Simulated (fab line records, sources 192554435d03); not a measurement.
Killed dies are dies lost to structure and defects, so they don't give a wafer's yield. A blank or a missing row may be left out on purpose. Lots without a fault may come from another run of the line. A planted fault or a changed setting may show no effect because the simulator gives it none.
fab line records | flow n5_finfet | part 1 of 2: steps 1 to 22 of 34
record lots=5 wafers=15 last_day=17
route steps=1938 shown BEOL_M13@1694 BEOL_M14@1716
lots that met no fault: from a run of the same line without faults
start_h: hours from the record's first day to the start of the lot's first wafer shown | wait_h: hours since the lot's step before | " the same as in the row above | L1.1+2: a row that stands for several wafers | - no value, or no start given | * or withheld: withheld | < > ~ a bound
route shown NAME@n: a module of which the file shows steps, and the number in the route of the first | usual: mean/standard deviation of fault-free wafers | same: alike in all rows | chamber/n: place in a boat | sites: the reading at each site | _std_site: their standard deviation | _edge_site: outer sites' mean less inner sites' | radius_mm: how far each site lies from the wafer's centre | mask NAME#n: copy n | behind: the tool/chamber that last shaped the wafer | hold: why the lot was held/for how many hours/how that ended | device: the transistor (n, p or np) that didn't switch | end of line: the same wafers' tests at the end of the route | a step without rows: its recipe alone | killed: dies lost to structure and defects at the first sort, not the wafer's yield | map: a wafer's dies, x killed, . not, _ none there
set.NAME: the setting as run; set.NAME@STEP: as run at that earlier step | model.NAME: the simulator's own value behind a step, which no gauge read
lots at some steps of the route; a table a step, a row a wafer
services: from which hour (start_h, from the record's first day; less than 0 if before it) a tool's chamber was out of use, for how many hours, and why
## steps
# step N5_BEOL_M13_ETCH_68
# recipe chemistry=N2/H2 target=SOC mask_material=SiARC source_w=3000 bias_w=350 temp_c=40 time_s=355 ion_energy_ev=200 pressure_mtorr=30 n2_flow_sccm=200 h2_flow_sccm=200
# usual drypump_motor_current_A=5.7/0.49 oes_product_au=0.80/0.084 rf_vpp_V=522.7/2.3 showerhead_plenum_p_Torr=2.50/0.075 throttle_valve_pct=17.67/0.2
# same time_s=355
# columns lot.wafer tool chamber start_h wait_h drypump_motor_current_A oes_product_au rf_hours_counter_h rf_vpp_V showerhead_plenum_p_Torr throttle_valve_pct
L076.2 rie_diel-01 0 252.25 0.1 5.7 0.73 171 526.2 2.64 18.06
L076.4 " 2 " " 4.9 0.79 96 520.7 2.47 17.63
L076.6 " 0 " " 5.7 0.73 - 526.9 2.64 18.06
L082.1 rie_diel-02 1 290.55 0.1 6.0 0.91 36 523.4 2.48 17.56
L082.4 " 2 " " 6.0 0.88 - 521.5 2.47 17.67
L082.5 " 1 " " 6.0 0.90 - 522.4 2.48 17.53
L083.1 rie_diel-01 3 296.33 0.1 4.7 0.79 128 521.1 2.45 17.65
L083.2 " 0 " " 5.7 0.71 188 525.0 2.63 18.09
L083.6 " 3 " " 4.7 0.79 - 520.2 2.45 17.63
L097.1 rie_diel-06 0 364.86 0.1 5.8 0.86 70 521.0 2.46 17.48
L097.4 " 3 " " 5.9 0.78 110 520.3 2.45 17.59
L097.5 " 2 " " 5.6 0.91 - 523.0 2.50 17.25
L093.1 rie_diel-01 2 371.58 0.1 4.9 0.75 130 519.8 2.45 17.68
L093.2 " 3 " " 4.7 0.75 153 520.7 2.44 17.66
L093.5 " 1 " " 5.8 0.70 - 520.6 2.42 17.61
# step N5_BEOL_M13_STRIP_69
# recipe chemistry=N2/H2 temp_c=40 n2_flow_sccm=200 h2_flow_sccm=200 rf_frequency_hz=6e+07
# columns lot.wafer tool chamber start_h wait_h
L076.2+4+6 rie_diel-01 0,2,0 252.46 0.1
L082.1+4+5 rie_diel-02 1,2,1 290.76 0.1
L083.1+2+6 rie_diel-01 3,0,3 296.54 0.1
L097.1+4+5 rie_diel-06 0,3,2 365.07 0.1
L093.1+2+5 rie_diel-01 2,3,1 371.79 0.1
# step N5_BEOL_M13_TRENCH_ETCH_34
# recipe chemistry=C4F8/O2/Ar target=SiOC target_depth_a=4134.7 mask_material=SOC pressure_mtorr=30 source_w=3000 bias_w=700 Ar_flow_sccm=400 C4F8_flow_sccm=15 O2_flow_sccm=8 he_inner_torr=15 he_outer_torr=30 time_s=162.6 ion_energy_ev=250
# usual drypump_motor_current_A=5.7/0.49 oes_product_au=0.80/0.082 rf_vpp_V=664.2/2.8 showerhead_plenum_p_Torr=3.36/0.098 throttle_valve_pct=24.08/0.2
# same time_s=162.6
# columns lot.wafer tool chamber start_h wait_h drypump_motor_current_A oes_product_au rf_hours_counter_h rf_vpp_V showerhead_plenum_p_Torr throttle_valve_pct
L076.2 rie_diel-01 0 252.47 0.0 5.7 0.72 172 668.7 3.55 24.45
L076.4 " 2 " " 5.0 0.79 96 663.1 3.31 23.93
L076.6 " 0 " " 5.7 0.73 - 668.9 3.55 24.45
L082.1 rie_diel-02 1 290.77 0.0 6.1 0.90 37 662.4 3.35 24.18
L082.4 " 2 " " 6.0 0.88 - 663.0 3.33 24.16
L082.5 " 1 " " 6.0 0.89 - 663.2 3.35 24.16
L083.1 rie_diel-01 3 296.55 0.0 4.7 0.79 129 660.7 3.28 23.93
L083.2 " 0 " " 5.8 0.72 188 669.5 3.54 24.50
L083.6 " 3 " " 4.7 0.79 - 661.7 3.28 23.92
L097.1 rie_diel-06 0 365.08 0.0 5.8 0.86 70 664.3 3.32 23.94
L097.4 " 3 " " 5.9 0.78 110 663.0 3.31 24.01
L097.5 " 2 " " 5.7 0.91 - 664.0 3.35 23.62
L093.1 rie_diel-01 2 371.80 0.0 5.0 0.76 130 662.0 3.29 23.99
L093.2 " 3 " " 4.7 0.76 153 661.2 3.27 23.95
L093.5 " 1 " " 5.8 0.71 - 660.3 3.25 23.91
# step N5_BEOL_M13_STRIP_70
# recipe chemistry=C4F8/O2/Ar resist=SiARC rf_frequency_hz=6e+07
# columns lot.wafer tool chamber start_h wait_h
L076.2+4+6 rie_diel-01 0,2,0 252.60 0.1
L082.1+4+5 rie_diel-02 1,2,1 290.91 0.1
L083.1+2+6 rie_diel-01 3,0,3 296.68 0.1
L097.1+4+5 rie_diel-06 0,3,2 365.22 0.1
L093.1+2+5 rie_diel-01 2,3,1 371.94 0.1
# step N5_BEOL_M13_OCD_MEAS_35
# usual trench_depth_nm=414/4.6
# columns lot.wafer tool chamber start_h wait_h trench_depth_nm
L076.2 ocd-01 - 252.64 0.0 409
L076.4 " - " " 414
L076.6 " - " " 413
L082.1 ocd-01 - 290.95 0.0 424
L082.4 " - " " 417
L082.5 " - " " 417
L083.1 ocd-01 - 296.72 0.0 419
L083.2 " - " " 413
L083.6 " - " " 417
L097.1 ocd-01 - 365.26 0.0 418
L097.4 " - " " 412
L097.5 " - " " 413
L093.1 ocd-02 - 371.98 0.0 414
L093.2 " - " " 416
L093.5 " - " " 409
# step N5_BEOL_M13_STRIP_37
# recipe chemistry=N2/H2 power_w=1000 temp_c=250 h2_frac=0.65 overash_fraction=0.3 pressure_mtorr=withheld n2_flow_sccm=1750 h2_flow_sccm=3250
# usual drypump_motor_current_A=5.60/0.24 heater_power_w=348/30 oes_product_au=0.784/0.0098
# same overash_fraction=0.3
# columns lot.wafer tool chamber start_h wait_h drypump_motor_current_A heater_power_w oes_product_au rf_hours_counter_h
L076.2 plasma_asher-02 1 252.68 0.0 5.62 309 0.788 66
L076.4 " 0 " " 5.22 387 0.804 -
L076.6 " 0 " " 5.22 383 0.796 -
L082.1 plasma_asher-02 1 290.99 0.0 5.71 313 0.791 73
L082.4 " 1 " " 5.74 306 0.794 -
L082.5 " 0 " " 5.21 378 0.780 -
L083.1 plasma_asher-02 1 296.84 0.1 5.72 313 0.779 74
L083.2 " 0 " " 5.22 386 0.792 74
L083.6 " 1 " " 5.70 306 0.781 -
L097.1 plasma_asher-02 1 365.30 0.0 5.65 308 0.794 87
L097.4 " 1 " " 5.62 309 0.780 -
L097.5 " 0 " " 5.23 390 0.760 -
L093.1 plasma_asher-02 0 372.05 0.1 5.22 378 0.778 89
L093.2 " 1 " " 5.70 309 0.798 89
L093.5 " 1 " " 5.67 303 0.789 -
# step N5_BEOL_M13_ETCH_38
# recipe chemistry=CF4/N2 target=SiCN target_depth_a=675 taper_deg=2 time_s=71.9 ion_energy_ev=150 mask_material=SiO2 pressure_mtorr=40 source_w=430 bias_w=70 Ar_flow_sccm=100 cf4_flow_sccm=60 n2_flow_sccm=60
# usual drypump_motor_current_A=5.7/0.5 oes_product_au=0.80/0.084 rf_vpp_V=381.6/1.8 showerhead_plenum_p_Torr=2.18/0.067 throttle_valve_pct=15.34/0.18
# same time_s=71.9
# columns lot.wafer tool chamber start_h wait_h drypump_motor_current_A oes_product_au rf_hours_counter_h rf_vpp_V showerhead_plenum_p_Torr throttle_valve_pct
L076.2 rie_diel-01 2 252.98 - 5.0 0.80 96 380.4 2.14 15.21
L076.4 " 3 " " 4.7 0.79 114 381.1 2.13 15.26
L076.6 " 0 " " 5.8 0.72 - 384.4 2.29 15.64
L082.1 rie_diel-02 1 292.93 - 6.1 0.90 37 381.2 2.15 15.31
L082.4 " 3 " " 5.5 0.67 - 383.2 2.26 15.57
L082.5 " 1 " " 6.0 0.89 - 383.1 2.16 15.29
L083.1 rie_diel-01 0 299.25 - 5.7 0.72 189 382.4 2.29 15.69
L083.2 " 1 " " 5.8 0.72 190 380.1 2.10 15.25
L083.6 " 0 " " 5.7 0.71 - 383.9 2.29 15.68
L097.1 rie_diel-01 3 373.34 - 4.7 0.76 154 381.2 2.11 15.34
L097.4 " 1 " " 5.8 0.70 212 380.5 2.10 15.29
L097.5 " 0 " " 5.7 0.69 - 382.6 2.28 15.72
L093.1 rie_diel-01 1 376.28 - 5.7 0.70 213 378.8 2.10 15.31
L093.2 " 3 " " 4.7 0.76 154 379.2 2.11 15.32
L093.5 " 1 " " 5.8 0.70 - 378.3 2.10 15.31
# step N5_BEOL_M13_PRECLEAN_39
# recipe chemistry=residue_remover time_s=60 temp_c=40
# same time_s=60
# columns lot.wafer tool chamber start_h wait_h
L076.2+4+6 wet_bench-04 3,2,6 253.11 0.1
L082.1+4+5 wet_bench-06 2,4,0 293.06 0.1
L083.1+2+6 wet_bench-06 4,7,0 299.38 0.1
L097.1+4+5 wet_bench-04 5,0,2 373.48 0.1
L093.1+2+5 wet_bench-06 7,4,2 376.41 0.1
# step N5_BEOL_M13_SRD_40
# recipe time_s=30 temp_c=23 rinse_liquid=diw dry=n2_spin spin_rpm=1500 dry_time_s=30
# same time_s=30
# columns lot.wafer tool chamber start_h wait_h
L076.2+4+6 wet_bench-04 3,2,6 253.13 0.0
L082.1+4+5 wet_bench-06 2,4,0 293.08 0.0
L083.1+2+6 wet_bench-06 4,7,0 299.40 0.0
L097.1+4+5 wet_bench-04 5,0,2 373.50 0.0
L093.1+2+5 wet_bench-06 7,4,2 376.42 0.0
# step N5_BEOL_M13_DEGAS_41
# recipe ambient=vacuum temp_c=250 time_s=60
# usual heater_power_w=352/28
# same time_s=60
# columns lot.wafer tool chamber start_h wait_h heater_power_w
L076.2 pvd_sputter-02 - 253.49 0.3 318
L076.4 " - " " 432
L076.6 " - " " 436
L082.1 pvd_sputter-02 - 293.27 0.2 349
L082.4 " - " " 435
L082.5 " - " " 436
L083.1 pvd_sputter-02 - 299.86 0.4 427
L083.2 " - " " 319
L083.6 " - " " 338
L097.1 pvd_sputter-01 - 376.10 2.6 340
L097.4 " - " " 353
L097.5 " - " " 357
L093.1 pvd_sputter-01 - 376.80 0.4 339
L093.2 " - " " 337
L093.5 " - " " 338
# step N5_BEOL_M13_PRE_CLEAN_42
# recipe gas=H2/He time_s=30 temp_c=250
# usual heater_power_w=350/27
# same time_s=30
# columns lot.wafer tool chamber start_h wait_h heater_power_w
L076.2 pvd_sputter-02 - 253.53 0.0 324
L076.4 " - " " 434
L076.6 " - " " 434
L082.1 pvd_sputter-02 - 293.31 0.0 344
L082.4 " - " " 421
L082.5 " - " " 436
L083.1 pvd_sputter-02 - 299.90 0.0 438
L083.2 " - " " 314
L083.6 " - " " 346
L097.1 pvd_sputter-01 - 376.14 0.0 344
L097.4 " - " " 349
L097.5 " - " " 354
L093.1 pvd_sputter-01 - 376.84 0.0 324
L093.2 " - " " 338
L093.5 " - " " 345
# step N5_BEOL_M13_SPUTTER_43
# recipe material=TaN target_thk_a=150 temp_c=50 bias_v=168.6 power_w=15000 chamber_pressure_pa=0.12 time_s=24.19
# usual substrate_temp_c=50.01/0.11 throttle_valve_pct=30.2/0.92
# same time_s=24.19
# columns lot.wafer tool chamber start_h wait_h substrate_temp_c throttle_valve_pct
L076.2 pvd_sputter-02 - 253.57 0.0 50.05 28.9
L076.4 " - " " 49.89 30.0
L076.6 " - " " 50.19 29.9
L082.1 pvd_sputter-02 - 293.35 0.0 49.92 28.8
L082.4 " - " " 49.91 30.0
L082.5 " - " " 50.08 29.8
L083.1 pvd_sputter-02 - 299.94 0.0 49.99 29.8
L083.2 " - " " 50.04 29.2
L083.6 " - " " 49.97 28.8
L097.1 pvd_sputter-01 - 376.18 0.0 49.87 32.0
L097.4 " - " " 49.95 30.6
L097.5 " - " " 49.87 30.7
L093.1 pvd_sputter-01 - 376.88 0.0 50.05 30.1
L093.2 " - " " 50.08 29.9
L093.5 " - " " 50.06 30.2
# step N5_BEOL_M13_SPUTTER_44
# recipe material=Ta target_thk_a=100 temp_c=50 bias_v=80 power_w=15000 chamber_pressure_pa=0.07 time_s=16.13
# usual substrate_temp_c=50.00/0.11 throttle_valve_pct=30.2/0.93
# same time_s=16.13
# columns lot.wafer tool chamber start_h wait_h substrate_temp_c throttle_valve_pct
L076.2 pvd_sputter-02 - 253.65 0.0 50.05 29.3
L076.4 " - " " 50.09 29.8
L076.6 " - " " 50.14 29.7
L082.1 pvd_sputter-02 - 293.43 0.0 49.97 29.1
L082.4 " - " " 50.06 30.0
L082.5 " - " " 49.89 29.9
L083.1 pvd_sputter-02 - 300.02 0.0 50.00 29.9
L083.2 " - " " 49.97 29.3
L083.6 " - " " 50.05 28.6
L097.1 pvd_sputter-01 - 376.26 0.0 49.99 31.6
L097.4 " - " " 50.07 30.7
L097.5 " - " " 49.98 30.7
L093.1 pvd_sputter-01 - 376.96 0.0 50.03 30.2
L093.2 " - " " 50.07 30.0
L093.5 " - " " 50.03 29.9
# step N5_BEOL_M13_SPUTTER_45
# recipe material=Cu target_thk_a=800 temp_c=-20 bias_v=60 power_w=26000 chamber_pressure_pa=0.13 time_s=13.33
# usual chuck_gas_flow_sccm=1.26/0.057 substrate_temp_c=-20.00/0.11 throttle_valve_pct=30.1/0.93
# same time_s=13.33
# columns lot.wafer tool chamber start_h wait_h chuck_gas_flow_sccm substrate_temp_c throttle_valve_pct
L076.2 pvd_sputter-02 - 253.73 0.0 1.22 -20.07 29.3
L076.4 " - " " 1.22 -20.05 29.9
L076.6 " - " " 1.25 -19.95 30.2
L082.1 pvd_sputter-02 - 293.51 0.0 1.21 -19.92 29.0
L082.4 " - " " 1.22 -19.98 29.8
L082.5 " - " " 1.32 -20.01 29.9
L083.1 pvd_sputter-02 - 300.10 0.0 1.18 -19.86 30.1
L083.2 " - " " 1.14 -19.96 28.8
L083.6 " - " " 1.26 -19.92 28.9
L097.1 pvd_sputter-01 - 376.34 0.0 1.34 -20.15 31.9
L097.4 " - " " 1.35 -19.94 30.8
L097.5 " - " " 1.20 -20.07 30.4
L093.1 pvd_sputter-01 - 377.04 0.0 1.19 -20.08 29.7
L093.2 " - " " 1.20 -19.88 29.9
L093.5 " - " " 1.31 -20.07 29.9
# step N5_BEOL_M13_ECD_47
# recipe material=Cu target_thk_a=9360
# columns lot.wafer tool chamber start_h wait_h
L076.2+4+6 ecd_cu-02 1,0,1 253.85 0.1
L082.1+4+5 ecd_cu-01 1,1,0 293.63 0.1
L083.1+2+6 ecd_cu-01 0,1,1 300.22 0.1
L097.1+4+5 ecd_cu-01 1,0,0 376.45 0.1
L093.1+2+5 ecd_cu-01 1,0,0 377.15 0.1
# step N5_BEOL_M13_ANNEAL_48
# recipe temp_c=225 time_s=90 ambient=N2
# usual wafer_temp_C_max=226.0/0.4
# same time_s=90
# columns lot.wafer tool chamber start_h wait_h wafer_temp_C_max
L076.2 rtp_anneal-02 0 254.05 0.2 226.4
L076.4 " 0 " " 225.9
L076.6 " 0 " " 226.3
L082.1 rtp_anneal-02 0 293.86 0.2 227.0
L082.4 " 0 " " 226.6
L082.5 " 0 " " 226.9
L083.1 rtp_anneal-02 0 300.38 0.1 226.5
L083.2 " 0 " " 226.8
L083.6 " 0 " " 226.6
L097.1 rtp_anneal-02 0 376.70 0.2 226.2
L097.4 " 0 " " 225.8
L097.5 " 0 " " 226.4
L093.1 rtp_anneal-02 0 377.42 0.2 226.0
L093.2 " 0 " " 226.3
L093.5 " 0 " " 226.7
# step N5_BEOL_M13_CMP_49
# recipe stop_on=SiOC t_overpolish_s=17.1 down_force_psi=1 platen_rpm=50 clearing_platen_down_force_psi=1.5 clearing_platen_rpm=50 post_cmp_clean=cu_alkaline target_thk_nm=420 clearing_platen_pad_velocity_m_s=0.99484 pad_velocity_m_s=0.99484
# usual barrier_field_endpoint_s=30.3/0.68 motor_current_A=6.2/0.61 overpolish_run_s=17.100/0.0087
# same t_overpolish_s=17.1
# columns lot.wafer tool chamber start_h wait_h barrier_field_endpoint_s motor_current_A overpolish_run_s
L076.4 cmp-04 1 254.46 0.3 29.7 6.2 17.090
L076.2 " 2 " " 28.9 5.8 17.100
L076.6 " 1 " " 29.9 6.1 17.112
L082.1 cmp-02 0 294.17 0.3 30.3 5.1 17.103
L082.4 " 1 " " 30.2 6.5 17.102
L082.5 " 1 " " 29.9 6.4 17.092
L083.2 cmp-03 2 300.73 0.3 30.9 5.9 17.093
L083.1 " 3 " " 31.4 6.4 17.091
L083.6 " 3 " " 30.6 6.5 17.106
L097.4 cmp-04 3 377.10 0.2 30.1 5.5 17.084
L097.1 " 0 " " 30.0 7.6 17.087
L097.5 " 2 " " 30.4 5.9 17.117
L093.1 cmp-03 2 377.73 0.3 31.1 5.6 17.074
L093.2 " 0 " " 31.0 6.3 17.099
L093.5 " 2 " " 32.0 6.1 17.089
# step N5_BEOL_M13_THK_MEAS_50
# recipe thk_meas_gauge=xrf reads=Cu_of_BEOL_M13_ECD_47
# usual M13_THK=423/5.5
# columns lot.wafer tool chamber start_h wait_h M13_THK[nm]
L076.2 film_metro-02 - 254.71 - 417
L076.4 " - " " 425
L076.6 " - " " 424
L082.1 film_metro-01 - 294.47 - 431
L082.4 " - " " 425
L082.5 " - " " 425
L083.1 film_metro-02 - 301.03 - 433
L083.2 " - " " 429
L083.6 " - " " 432
L097.1 film_metro-01 - 377.32 - 428
L097.4 " - " " 424
L097.5 " - " " 422
L093.1 film_metro-01 - 378.03 - 420
L093.2 " - " " 422
L093.5 " - " " 419
# step N5_BEOL_M13_PRE_CLEAN_52
# recipe gas=NH3 time_s=15 temp_c=withheld rf_power_w=300
# same time_s=15
# columns lot.wafer tool chamber start_h wait_h since_wet_clean_h
L076.2 pecvd-02 0 254.75 0.0 1140
L076.4 " 0 " " -
L076.6 " 2 " " -
L082.1 pecvd-01 0 294.51 0.0 1361
L082.4 " 2 " " -
L082.5 " 1 " " -
L083.1 pecvd-01 0 301.06 0.0 1367
L083.2 " 1 " " 2092
L083.6 " 1 " " -
L097.1 pecvd-01 1 377.36 0.0 2169
L097.4 " 2 " " -
L097.5 " 0 " " -
L093.1 pecvd-01 2 378.07 0.0 690
L093.2 " 1 " " 2169
L093.5 " 0 " " -
# step N5_BEOL_M13_DEP_53
# recipe material=SiCN target_thk_a=500 temp_c=withheld precursor=3MS/NH3 pressure_torr=3 rf_w=675 time_s=17.8
# usual showerhead_plenum_p_Torr=4.161/0.016 throttle_valve_pct=18.9/0.93
# same time_s=17.8
# columns lot.wafer tool chamber start_h wait_h showerhead_plenum_p_Torr since_wet_clean_h throttle_valve_pct
L076.2 pecvd-02 0 254.77 0.0 4.133 1140 19.3
L076.4 " 0 " " 4.120 - 18.9
L076.6 " 2 " " 4.131 - 18.5
L082.1 pecvd-01 0 294.53 0.0 4.174 1361 18.3
L082.4 " 2 " " 4.172 - 18.4
L082.5 " 1 " " 4.166 - 19.8
L083.1 pecvd-01 0 301.10 0.0 4.185 1367 18.5
L083.2 " 1 " " 4.164 2092 19.6
L083.6 " 1 " " 4.176 - 19.7
L097.1 pecvd-01 1 377.38 0.0 4.170 2169 19.6
L097.4 " 2 " " 4.172 - 18.5
L097.5 " 0 " " 4.180 - 18.2
L093.1 pecvd-01 2 378.09 0.0 4.155 690 18.7
L093.2 " 1 " " 4.165 2169 19.8
L093.5 " 0 " " 4.185 - 18.3
# step N5_BEOL_M13_RS_MEAS_54
# recipe thk_meas_gauge=four-point-probe reads=Cu_of_BEOL_M13_ECD_47+Ta_of_BEOL_M13_SPUTTER_44+TaN_of_BEOL_M13_SPUTTER_43
# usual M13_RS=0.0448/0.00052
# columns lot.wafer tool chamber start_h wait_h M13_RS[ohm/sq]
L076.2 film_metro-02 - 254.84 0.1 0.0458
L076.4 " - " " 0.0449
L076.6 " - " " 0.0450
L082.1 film_metro-02 - 294.60 0.0 0.0438
L082.4 " - " " 0.0446
L082.5 " - " " 0.0444
L083.1 film_metro-02 - 301.18 0.1 0.0443
L083.2 " - " " 0.0448
L083.6 " - " " 0.0445
L097.1 film_metro-02 - 377.45 0.0 0.0443
L097.4 " - " " 0.0450
L097.5 " - " " 0.0448
L093.1 film_metro-01 - 378.16 0.0 0.0448
L093.2 " - " " 0.0445
L093.5 " - " " 0.0452
# step N5_BEOL_M13_INSPECT_55
# recipe inspect_instrument=darkfield mode=post_dep
# usual raw_defect_count=77/26
# columns lot.wafer tool chamber start_h wait_h raw_defect_count
L076.2 defect_inspect-01 - 254.87 0.0 56
L076.4 " - " " 40
L076.6 " - " " 65
L082.1 defect_inspect-02 - 294.63 0.0 64
L082.4 " - " " 83
L082.5 " - " " 53
L083.1 defect_inspect-01 - 301.21 0.0 40
L083.2 " - " " 33
L083.6 " - " " 40
L097.1 defect_inspect-02 - 377.47 0.0 86
L097.4 " - " " 106
L097.5 " - " " 93
L093.1 defect_inspect-02 - 378.18 0.0 148
L093.2 " - " " 110
L093.5 " - " " 91
